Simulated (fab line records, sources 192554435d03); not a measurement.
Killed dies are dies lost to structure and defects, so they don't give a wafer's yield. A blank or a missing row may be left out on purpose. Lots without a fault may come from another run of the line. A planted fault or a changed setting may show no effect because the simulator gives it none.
Chamber matching | flow n5_finfet | N5_BEOL_M10_CURE_72 on uv_cure-03: 3 sister chambers
The step cures SiCOH lowk, time 120 s. 22 wafers are shown with their chamber, then 11 later ones without.

WAFERS WITH THEIR CHAMBER
wafer  | chamber | lamp_power_pct (%) | wafer_temp_C_max
L075.2 | 0       | 52.23              | 371.8
L075.4 | 0       | 52.34              | 371.7
L075.6 | 0       | 52.25              | 372.7
L078.1 | 0       | 52.44              | 371.7
L078.2 | 0       | 52.26              | 371.7
L078.5 | 0       | 52.33              | 372.2
L076.3 | 0       | 52.35              | 371.8
L076.4 | 0       | 52.26              | 371.8
L076.6 | 0       | 52.21              | 371.2
L079.1 | 0       | 52.35              | 372.1
L079.3 | 0       | 52.33              | 372.1
L079.5 | 0       | 52.41              | 371.8
L081.2 | 0       | 52.35              | 371.3
L081.3 | 0       | 52.39              | 372.0
L081.4 | 0       | 52.36              | 372.0
L084.2 | 2       | 52.41              | 372.5
L084.3 | 2       | 52.35              | 371.4
L084.6 | 2       | 52.32              | 372.2
L088.1 | 1       | 52.30              | 371.6
L088.5 | 1       | 52.46              | 372.7
L088.6 | 1       | 52.32              | 371.7
L086.2 | 0       | 52.27              | 371.6

SIGNATURES (means of the wafers above)
reading          | chamber 0 | chamber 1 | chamber 2 | scatter within a chamber
lamp_power_pct   | 52.3206   | 52.3600   | 52.3600   | 0.0675
wafer_temp_C_max | 371.844   | 372.000   | 372.033   | 0.415
Rule: a wafer's distance from a chamber is the root of the sum, over the readings, of the square of ((its reading less the chamber's mean) divided by the reading's scatter). The wafer belongs to the nearest chamber; if the next one is less than 2 further off, it can't be placed. The scatter: the root of (the sum of the squares of (reading less its chamber's mean) over the shown wafers, divided by (wafers less chambers)).

WAFERS WITHOUT THEIR CHAMBER
wafer  | lamp_power_pct (%) | wafer_temp_C_max
L086.3 | 52.35              | 371.3
L086.6 | 52.27              | 371.6
L093.2 | 52.37              | 372.5
L093.5 | 52.38              | 371.9
L093.6 | 52.28              | 371.7
L095.3 | 52.37              | 371.5
L095.5 | 52.36              | 371.9
L095.6 | 52.21              | 371.7
L096.3 | 52.29              | 371.8
L096.4 | 52.28              | 372.1
L096.5 | 52.31              | 372.2

WHICH CHAMBER EACH WENT THROUGH
wafer  | from the rows above          | in truth
L086.3 | can't be placed: 0 or 1 or 2 | 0
L086.6 | can't be placed: 0 or 1 or 2 | 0
L093.2 | can't be placed: 2 or 1 or 0 | 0
L093.5 | can't be placed: 1 or 2 or 0 | 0
L093.6 | can't be placed: 0 or 1 or 2 | 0
L095.3 | can't be placed: 0 or 1 or 2 | 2
L095.5 | can't be placed: 1 or 2 or 0 | 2
L095.6 | can't be placed: 0 or 1 or 2 | 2
L096.3 | can't be placed: 0 or 1 or 2 | 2
L096.4 | can't be placed: 0 or 2 or 1 | 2
L096.5 | can't be placed: 2 or 0 or 1 | 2
Placed correctly: 0 of 11. Can't be placed from these rows: 11 (the true chamber is among the candidates in 11). Placed wrongly: 0.
